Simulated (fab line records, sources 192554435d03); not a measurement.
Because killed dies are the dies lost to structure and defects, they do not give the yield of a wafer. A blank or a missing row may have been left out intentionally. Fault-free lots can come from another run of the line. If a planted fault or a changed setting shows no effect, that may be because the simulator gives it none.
Problem report, 8D (eight disciplines) form, completed by code	flow n5-finfet	the parts of the form that need people (team, actions taken, sign-off) are left out

1. THE PROBLEM
M8_ILD_THK at N5_BEOL_M8_THK_MEAS_01 reads a mean of 126.4 nm on 1 wafer of 1 lot; wafers without a fault read 155.0 nm with a standard deviation of 1.9. Relative to the usual mean, that is a shift of -15 standard deviations.
The first sign was on wafer L149.6 at day 17 04:59, on film-metro-01. The record has a number at this step for 29 wafers belonging to 10 lots. The rule behind "out" and "out of limits": a value lying over 4 standard deviations away from the usual mean. The rest of the wafers with a number are treated as sound.

2. WHAT IT IS AND WHAT IT IS NOT
question	is	is not
which readings at this step	M8_ILD_THK	-
which lots	L149	L135, L137, L138, L140, L142, L143, L144, L157, L158
which wafers of those lots	L149.6	L149.2
read on which gauges	film-metro-01	film-metro-02
when	from day 17 04:59	up to then (19 sound wafers); but 9 sound wafers of L143, L157, L158 came after

3. THE SUSPECTS, EACH WITH WHAT RULES IT OUT
Counting: if a tool at a process step up to the reading ran every lot that is out, it stays a suspect. Sound lots after the first of them don't rule it out here, since some wafers of a struck lot are sound.
- the gauge at N5_BEOL_M8_THK_MEAS_01: kept. All the wafers that are out were read on film-metro-01, and no step on other tools shows them out.
- rie-diel-06 at N5_BEOL_M7_STRIP_80 (strips in N2/H2, time 10 s): kept. It ran the lot that is out, L149 (day 17 00:47). Because N5_BEOL_M7_STRIP_80 lacks a start for some lots, the hours and order of its lots are taken from N5_BEOL_M7_CURE_75.
- uv-cure-02 at N5_BEOL_M7_CURE_75 (cures SiCOH lowk, time 120 s): kept. It ran the lot that is out, L149 (day 17 00:47).
- pvd-sputter-03 at N5_BEOL_M7_SPUTTER_48 (material Cu, target thk 10 nm, time 1.667 s): kept. It processed L149, the lot that is out, at day 17 03:25, and its most recent sound lot before then was L144 at day 15 09:28.
- pecvd-02 at N5_BEOL_M8_ILD_DEP_00 (deposits SiCOH lowk from DEMS/porogen, target thk 179.75 nm, time 33.4 s): kept. It processed L149, the lot that is out, at day 17 04:25, and its most recent sound lot before then was L144 at day 15 10:29.
- At N5_BEOL_M7_STRIP_80 on rie-diel-06, chamber 2 took the sound wafers of the same lots and chamber 3 took the wafers that are out.
Left after counting: rie-diel-06 at N5_BEOL_M7_STRIP_80, uv-cure-02 at N5_BEOL_M7_CURE_75, pvd-sputter-03 at N5_BEOL_M7_SPUTTER_48, pecvd-02 at N5_BEOL_M8_ILD_DEP_00, film-metro-01 at N5_BEOL_M8_THK_MEAS_01.

4. THE CAUSE (what the simulator had put in)
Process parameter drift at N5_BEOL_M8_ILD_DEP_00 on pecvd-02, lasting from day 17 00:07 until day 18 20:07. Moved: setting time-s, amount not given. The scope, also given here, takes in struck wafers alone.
After counting, 5 suspects remain, this tool included.

5. SEQUENCE OF EFFECTS, ordered by route
One row per reading whose mean, taken over the struck wafers that have a number, lies over 3 standard deviations from the usual. Only readings for which the record gives a usual standard deviation are gone through. hours: the time from each lot's start at the first step in this table that gives one to its start at this step, as a median over the lots. sigmas: the change in usual standard deviations.
hours	step	reading	usual	on struck wafers	change	sigmas
0	N5_BEOL_M8_THK_MEAS_01	M8_ILD_THK	155.0 nm	126.4	-28.6	-15

6. WHAT WOULD HAVE CAUGHT IT SOONER
In this record the first reading out of limits at a measuring or inspecting step was taken at day 17 04:59, 5 hours after the fault began at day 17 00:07.
An alarm limit of 4 standard deviations would not have fired on the tool readings at N5_BEOL_M8_ILD_DEP_00 for which the record gives a usual standard deviation, since none of them was out on any struck wafer.
By day 17 04:59 the whole set of lots that are out, 1 in number, had already begun N5_BEOL_M8_ILD_DEP_00 on pecvd-02. Had the tool been put on hold then, not one of them would have been saved.
